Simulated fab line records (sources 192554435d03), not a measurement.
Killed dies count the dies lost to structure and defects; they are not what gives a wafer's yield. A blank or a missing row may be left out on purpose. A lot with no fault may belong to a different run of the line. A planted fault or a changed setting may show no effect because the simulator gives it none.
Comparing a struck lot with a sound one :: flow n5-finfet :: 18 steps out of a route of 1938
Sound: these wafers, L930.1, L930.4, L930.6. Struck: wafer L935.6 (L935.2, L935.5, from the same lot, were not struck and are left out); the cause is given at the end.
Per side, at each step with rows, come the tool, then ch with its chambers, and then its first start. Under that, the readings that differ: sound wafers :: struck wafers :: difference of the means :: sigmas: that difference in standard deviations of wafers without a fault.
alike: readings with means less than 2 such deviations apart, plus words and numbers identical on both sides. not compared: withheld readings, readings lacking a value on some wafer, bounds such as >300 that could conceal the same value, and numbers that have no deviation in the record and whose values overlap.
The two part at a step that has a row with sigmas, a row that says differs or no value, or rows on one side only. Non-overlapping numbers with no deviation appear without sigmas and do not part them. A reading missing from all wafers of one side parts the sides only when that side holds two or more wafers.

first, 9 steps without rows for these wafers: N5_GATE_CUT_COAT_34 (time 60 s, resist thk 60 nm); N5_GATE_CUT_COAT_35 (time 60 s, resist thk 10 nm); N5_GATE_CUT_COAT_27 (time 60 s, resist thk 10 nm); N5_GATE_CUT_COAT_07 (resist thk 30 nm); N5_GATE_CUT_EBR_09; N5_GATE_CUT_SOFTBAKE_08 (time 60 s); N5_GATE_CUT_EXPOSE_10 (exposes mask GATE CUT, target cd 20 nm); N5_GATE_CUT_PEB_11 (peb time 60 s); N5_GATE_CUT_DEVELOP_12 (develop time 30 s).
N5_GATE_CUT_CD_MEAS_13 targets a cd of 20 nm.
  sound on cd-sem-01 ch 0, day 6 05:57; struck on cd-sem-03 ch 0, day 7 16:40
reading: cd-nm (nm)
sound: 19.99 19.78 20.44
struck: 19.55
difference: -0.52
sigmas: -2
N5_GATE_CUT_OVL_MEAS_14:
  sound on overlay-01 ch 0, day 6 05:59; struck on overlay-02 ch 0, day 7 16:43
reading: GATE_CUT_OVL (nm)
sound: 1.2 0.9 0.0
struck: -0.6
difference: -1.3
sigmas: -2
N5_GATE_CUT_INSPECT_15: inspects for defects (brightfield).
  sound on defect-inspect-01, day 6 06:02; struck on defect-inspect-02, day 7 16:46
  alike: raw-defect-count
N5_GATE_CUT_DESCUM_18: chemistry O2, time 7 s.
  sound on rie-diel-04 ch 1,2, day 6 06:17; struck on rie-diel-04 ch 1, day 7 16:57
reading: model.CAR-EUV_of_GATE_CUT_COAT_07.thk-nm (nm)
sound: 26 26 26
struck: 25.2
difference: -0.8
sigmas: 
  alike: chamber-pressure-mTorr, drypump-motor-current-A, oes-product-au, rf-vpp-V, showerhead-plenum-p-Torr, throttle-valve-pct
  not compared: rf-hours-counter-h
N5_GATE_CUT_ETCH_28: etches underlayer in N2/H2, target depth 13 nm, time 10.4 s.
  sound on rie-diel-04 ch 1,2, day 6 06:19; struck on rie-diel-04 ch 1, day 7 16:59
  alike: chamber-pressure-mTorr, drypump-motor-current-A, etch-rf-on-time-s, oes-product-au, rf-vpp-V, showerhead-plenum-p-Torr, throttle-valve-pct
  not compared: rf-hours-counter-h
N5_GATE_CUT_ETCH_36: etches SiARC in CF4, target depth 13 nm, time 21.7 s.
  sound on rie-diel-04 ch 1,2, day 6 06:20; struck on rie-diel-04 ch 1, day 7 17:01
reading: model.CAR-EUV_of_GATE_CUT_COAT_07.thk-nm (nm)
sound: 6.8 6.8 7
struck: 6
difference: -1
sigmas: 
  alike: chamber-pressure-mTorr, drypump-motor-current-A, etch-rf-on-time-s, oes-product-au, rf-vpp-V, showerhead-plenum-p-Torr, throttle-valve-pct
  not compared: rf-hours-counter-h
N5_GATE_CUT_ETCH_37: etches SOC in N2/H2, target depth 60 nm, overetch 12 nm, time 90 s.
  sound on rie-diel-04 ch 1,2, day 6 06:22; struck on rie-diel-04 ch 1, day 7 17:02
  alike: chamber-pressure-mTorr, drypump-motor-current-A, oes-product-au, rf-vpp-V, showerhead-plenum-p-Torr, throttle-valve-pct
  not compared: rf-hours-counter-h
-- a jump in the record: the struck wafers' starts before and after are 4 days apart (it breaks off in module GATE_CUT and resumes in module BEOL_M4, where the first step shown is number 1111 of the route) --
N5_BEOL_M4_RC_MEAS_101:
  sound on prober-02 ch 0, day 10 18:22; struck on prober-01 ch 0, day 11 17:28
  alike: DIBL_N, DIBL_P, IOFF_N, IOFF_P, ION_N, ION_P, SS_N, SS_P, VT_N, VT_P
N5_PASSIVATION_PROBE_49:
  sound wafers here have rows in the record (prober-02, day 15 16:13); struck ones have none

== WHERE THEY PART ==
Last at N5_PASSIVATION_PROBE_49 as far as this record goes, first at N5_GATE_CUT_CD_MEAS_13.

WHY: the cause the simulator had injected
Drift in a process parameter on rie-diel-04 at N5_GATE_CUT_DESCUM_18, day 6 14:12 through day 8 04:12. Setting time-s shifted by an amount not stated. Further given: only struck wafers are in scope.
